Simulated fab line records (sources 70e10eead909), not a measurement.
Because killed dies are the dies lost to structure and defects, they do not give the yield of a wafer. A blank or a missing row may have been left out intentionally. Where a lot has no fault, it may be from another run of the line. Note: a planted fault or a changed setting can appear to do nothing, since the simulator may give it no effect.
Chamber matching ; flow nandHarc ; rieDiel-04 running NHARC_A_CONTACT_ETCH_102: 4 sister chambers
The step etches the open film in CF4/O2, target depth 100 nm, overetch 10 nm, time 55 s. 16 wafers are shown with their chamber, then 8 later ones without.

WAFERS WITH THEIR CHAMBER
wafer;chamber;drypumpMotorCurrentA (A);showerheadPlenumPTorr (Torr);oesProductAu (a.u.)
L076.1;3;6.1;1.29;0.997
L076.4;0;6.1;1.24;0.993
L076.6;3;6.0;1.29;1.004
L077.1;3;6.0;1.29;1.004
L077.3;0;6.0;1.24;1.001
L077.5;1;6.7;1.37;1.004
L081.2;1;6.7;1.36;0.996
L081.5;0;6.1;1.44;0.988
L081.6;1;6.8;1.36;1.002
L083.1;3;6.0;1.29;0.998
L083.2;2;6.3;1.28;0.999
L083.6;0;6.1;1.44;0.989
L084.1;3;6.0;1.29;0.999
L084.3;0;6.1;1.44;0.998
L084.6;0;6.1;1.44;0.988
L087.2;2;6.3;1.27;1.006

SIGNATURES (averages over the wafers above)
reading;chamber 0;chamber 1;chamber 2;chamber 3;scatter within a chamber
drypumpMotorCurrentA;6.083;6.733;6.300;6.020;0.0438
showerheadPlenumPTorr;1.3733;1.3633;1.2750;1.2900;0.0667
oesProductAu;0.99283;1.00067;1.00250;1.00040;0.00465
Rule: distance of a wafer from a chamber = root of the sum over the readings of ((wafer's reading minus chamber's mean) / reading's scatter) squared. If the next closest chamber is less than 2 further off than the closest, the wafer can't be placed; otherwise it belongs to the closest. The scatter: take each reading less its chamber's mean, square it, sum over the shown wafers, divide by the number of wafers less the number of chambers, and take the root.

WAFERS WHOSE CHAMBER IS MISSING
wafer;drypumpMotorCurrentA (A);showerheadPlenumPTorr (Torr);oesProductAu (a.u.)
L087.3;6.7;1.36;1.006
L087.5;6.8;1.36;1.008
L091.2;6.0;1.28;1.008
L091.4;6.8;1.36;1.010
L091.5;6.0;1.43;1.008
L092.1;6.0;1.28;0.995
L092.3;6.1;1.43;1.007
L092.6;6.3;1.27;1.008

EACH ONE'S CHAMBER
wafer;from the rows above;in truth
L087.3;1;1
L087.5;1;1
L091.2;3;3
L091.4;1;1
L091.5;can't be placed: 3 or 0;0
L092.1;can't be placed: 3 or 0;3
L092.3;can't be placed: 3 or 0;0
L092.6;2;2
Placed correctly: 5 of 8. From these rows, 3 cannot be placed; in 3 the true chamber is one of the candidates. Wrongly placed: 0.
